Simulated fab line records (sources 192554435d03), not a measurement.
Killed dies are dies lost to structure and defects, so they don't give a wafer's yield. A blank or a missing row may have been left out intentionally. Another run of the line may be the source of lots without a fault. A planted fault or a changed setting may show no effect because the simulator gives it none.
Lot-split experiment :: flow n5 finfet :: 39 wafers read across 7 lots, on a route 1938 steps long

== ON THE SPLIT ==
At N5_DUMMY_GATE_EXPOSE_12 (exposes mask GATE, target cd 25 nm), the setting dose mj was moved away from the recipe's 34 on 18 of the 39 wafers read, by -7.6% to +7.6%. All remaining wafers had this setting at the recipe value.

== FROM THE SPLIT TO THE READING: what the file shows between them, 2 steps ==
- N5_DUMMY_GATE_PEB_13: peb time 60 s
- N5_DUMMY_GATE_DEVELOP_14: develop time 30 s

== THE READING ==
cd nm, in nm, at N5_DUMMY_GATE_CD_MEAS_15 (target cd 25.8 nm). A value of 25.06 nm with a standard deviation of 0.23 nm is what fault-free wafers of this fab line usually give.

wafer: L078.2
tool, chamber at the split: euv scanner-01, 0
dose mj as run: 34
against the recipe: recipe
cd nm, nm: 24.90
against lot-mates on the recipe: -

wafer: L078.4
tool, chamber at the split: euv scanner-01, 0
dose mj as run: 34
against the recipe: recipe
cd nm, nm: 24.96
against lot-mates on the recipe: -

wafer: L078.5
tool, chamber at the split: euv scanner-01, 0
dose mj as run: 34
against the recipe: recipe
cd nm, nm: 25.02
against lot-mates on the recipe: -

wafer: L080.1
tool, chamber at the split: euv scanner-02, 0
dose mj as run: 31.79
against the recipe: -6.5%
cd nm, nm: 25.98
against lot-mates on the recipe: +1.21

wafer: L080.2
tool, chamber at the split: euv scanner-02, 0
dose mj as run: 31.79
against the recipe: -6.5%
cd nm, nm: 26.41
against lot-mates on the recipe: +1.64

wafer: L080.3
tool, chamber at the split: euv scanner-02, 0
dose mj as run: 34
against the recipe: recipe
cd nm, nm: 24.47
against lot-mates on the recipe: -

wafer: L080.4
tool, chamber at the split: euv scanner-02, 0
dose mj as run: 34
against the recipe: recipe
cd nm, nm: 24.91
against lot-mates on the recipe: -

wafer: L080.5
tool, chamber at the split: euv scanner-02, 0
dose mj as run: 34
against the recipe: recipe
cd nm, nm: 24.92
against lot-mates on the recipe: -

wafer: L080.6
tool, chamber at the split: euv scanner-02, 0
dose mj as run: 31.79
against the recipe: -6.5%
cd nm, nm: 26.42
against lot-mates on the recipe: +1.65

wafer: L082.1
tool, chamber at the split: euv scanner-01, 0
dose mj as run: 34
against the recipe: recipe
cd nm, nm: 25.37
against lot-mates on the recipe: -

wafer: L082.2
tool, chamber at the split: euv scanner-01, 0
dose mj as run: 36.35
against the recipe: +6.9%
cd nm, nm: 23.95
against lot-mates on the recipe: -1.25

wafer: L082.3
tool, chamber at the split: euv scanner-01, 0
dose mj as run: 36.35
against the recipe: +6.9%
cd nm, nm: 24.00
against lot-mates on the recipe: -1.20

wafer: L082.4
tool, chamber at the split: euv scanner-01, 0
dose mj as run: 34
against the recipe: recipe
cd nm, nm: 25.04
against lot-mates on the recipe: -

wafer: L082.5
tool, chamber at the split: euv scanner-01, 0
dose mj as run: 36.35
against the recipe: +6.9%
cd nm, nm: 23.50
against lot-mates on the recipe: -1.70

wafer: L082.6
tool, chamber at the split: euv scanner-01, 0
dose mj as run: 34
against the recipe: recipe
cd nm, nm: 25.19
against lot-mates on the recipe: -

wafer: L083.1
tool, chamber at the split: euv scanner-01, 0
dose mj as run: 34
against the recipe: recipe
cd nm, nm: 25.25
against lot-mates on the recipe: -

wafer: L083.2
tool, chamber at the split: euv scanner-01, 0
dose mj as run: 32.9
against the recipe: -3.2%
cd nm, nm: 25.83
against lot-mates on the recipe: +0.75

wafer: L083.3
tool, chamber at the split: euv scanner-01, 0
dose mj as run: 32.9
against the recipe: -3.2%
cd nm, nm: 25.74
against lot-mates on the recipe: +0.66

wafer: L083.4
tool, chamber at the split: euv scanner-01, 0
dose mj as run: 32.9
against the recipe: -3.2%
cd nm, nm: 25.35
against lot-mates on the recipe: +0.27

wafer: L083.5
tool, chamber at the split: euv scanner-01, 0
dose mj as run: 34
against the recipe: recipe
cd nm, nm: 25.06
against lot-mates on the recipe: -

wafer: L083.6
tool, chamber at the split: euv scanner-01, 0
dose mj as run: 34
against the recipe: recipe
cd nm, nm: 24.93
against lot-mates on the recipe: -

wafer: L084.1
tool, chamber at the split: euv scanner-01, 0
dose mj as run: 34
against the recipe: recipe
cd nm, nm: 25.21
against lot-mates on the recipe: -

wafer: L084.2
tool, chamber at the split: euv scanner-01, 0
dose mj as run: 34
against the recipe: recipe
cd nm, nm: 24.99
against lot-mates on the recipe: -

wafer: L084.3
tool, chamber at the split: euv scanner-01, 0
dose mj as run: 36.59
against the recipe: +7.6%
cd nm, nm: 23.80
against lot-mates on the recipe: -1.26

wafer: L084.4
tool, chamber at the split: euv scanner-01, 0
dose mj as run: 34
against the recipe: recipe
cd nm, nm: 24.97
against lot-mates on the recipe: -

wafer: L084.5
tool, chamber at the split: euv scanner-01, 0
dose mj as run: 36.59
against the recipe: +7.6%
cd nm, nm: 23.92
against lot-mates on the recipe: -1.14

wafer: L084.6
tool, chamber at the split: euv scanner-01, 0
dose mj as run: 36.59
against the recipe: +7.6%
cd nm, nm: 23.57
against lot-mates on the recipe: -1.49

wafer: L087.1
tool, chamber at the split: euv scanner-02, 0
dose mj as run: 36.45
against the recipe: +7.2%
cd nm, nm: 24.07
against lot-mates on the recipe: -0.85

wafer: L087.2
tool, chamber at the split: euv scanner-02, 0
dose mj as run: 36.45
against the recipe: +7.2%
cd nm, nm: 23.93
against lot-mates on the recipe: -0.99

wafer: L087.3
tool, chamber at the split: euv scanner-02, 0
dose mj as run: 34
against the recipe: recipe
cd nm, nm: 24.84
against lot-mates on the recipe: -

wafer: L087.4
tool, chamber at the split: euv scanner-02, 0
dose mj as run: 34
against the recipe: recipe
cd nm, nm: 25.04
against lot-mates on the recipe: -

wafer: L087.5
tool, chamber at the split: euv scanner-02, 0
dose mj as run: 34
against the recipe: recipe
cd nm, nm: 24.88
against lot-mates on the recipe: -

wafer: L087.6
tool, chamber at the split: euv scanner-02, 0
dose mj as run: 36.45
against the recipe: +7.2%
cd nm, nm: 23.71
against lot-mates on the recipe: -1.21

wafer: L093.1
tool, chamber at the split: euv scanner-02, 0
dose mj as run: 34
against the recipe: recipe
cd nm, nm: 24.83
against lot-mates on the recipe: -

wafer: L093.2
tool, chamber at the split: euv scanner-02, 0
dose mj as run: 31.42
against the recipe: -7.6%
cd nm, nm: 26.62
against lot-mates on the recipe: +1.67

wafer: L093.3
tool, chamber at the split: euv scanner-02, 0
dose mj as run: 34
against the recipe: recipe
cd nm, nm: 25.15
against lot-mates on the recipe: -

wafer: L093.4
tool, chamber at the split: euv scanner-02, 0
dose mj as run: 34
against the recipe: recipe
cd nm, nm: 24.88
against lot-mates on the recipe: -

wafer: L093.5
tool, chamber at the split: euv scanner-02, 0
dose mj as run: 31.42
against the recipe: -7.6%
cd nm, nm: 26.97
against lot-mates on the recipe: +2.02

wafer: L093.6
tool, chamber at the split: euv scanner-02, 0
dose mj as run: 31.42
against the recipe: -7.6%
cd nm, nm: 26.91
against lot-mates on the recipe: +1.96

THE FIT
A straight line over all 39 wafers: cd nm changes by -0.187 nm for each +1% of dose mj; r = -0.97; the points scatter about the line by 0.23 nm.
The same after taking each lot's own level away (the mean of its wafers on the recipe; 39 wafers): -0.198 nm for each +1%; r = -0.97; scatter 0.23 nm.
That fit puts the effect of the largest move of dose mj on the reading at 1.5 nm.
Across the lots, their own levels run from 24.767 to 25.200 nm, a range of 1.9 times the standard deviation given above.
The two slopes agree, so the slope changes little with the lot-to-lot level.
Check: for one of the wafers moved furthest among these (+7.6%), held out of the fit, the line's prediction against its lot-mates is -1.44 nm. Against them it came out at -1.26 nm.

== THESE WAFERS: OTHER SPLITS ==
Note: prior to the reading, these wafers also went through further splits. Each is held against what the fit with the lots' levels taken away leaves over:
other split on the same wafers: N5_WELL_APT_EXPOSE_05 dose mj
wafers away from the commonest value: 15
r with cd nm (lot level and that fit taken away): +0.08

other split on the same wafers: N5_FIN_SAQP_HM_DEP_03 target thk a
wafers away from the commonest value: 9
r with cd nm (lot level and that fit taken away): +0.08

other split on the same wafers: N5_FIN_SAQP_FIN_ETCH_36 bias w
wafers away from the commonest value: 15
r with cd nm (lot level and that fit taken away): +0.28

== THE FILE'S OWN FIT ==
cd nm changes by -0.196 nm for each +1% of dose mj, r = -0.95.
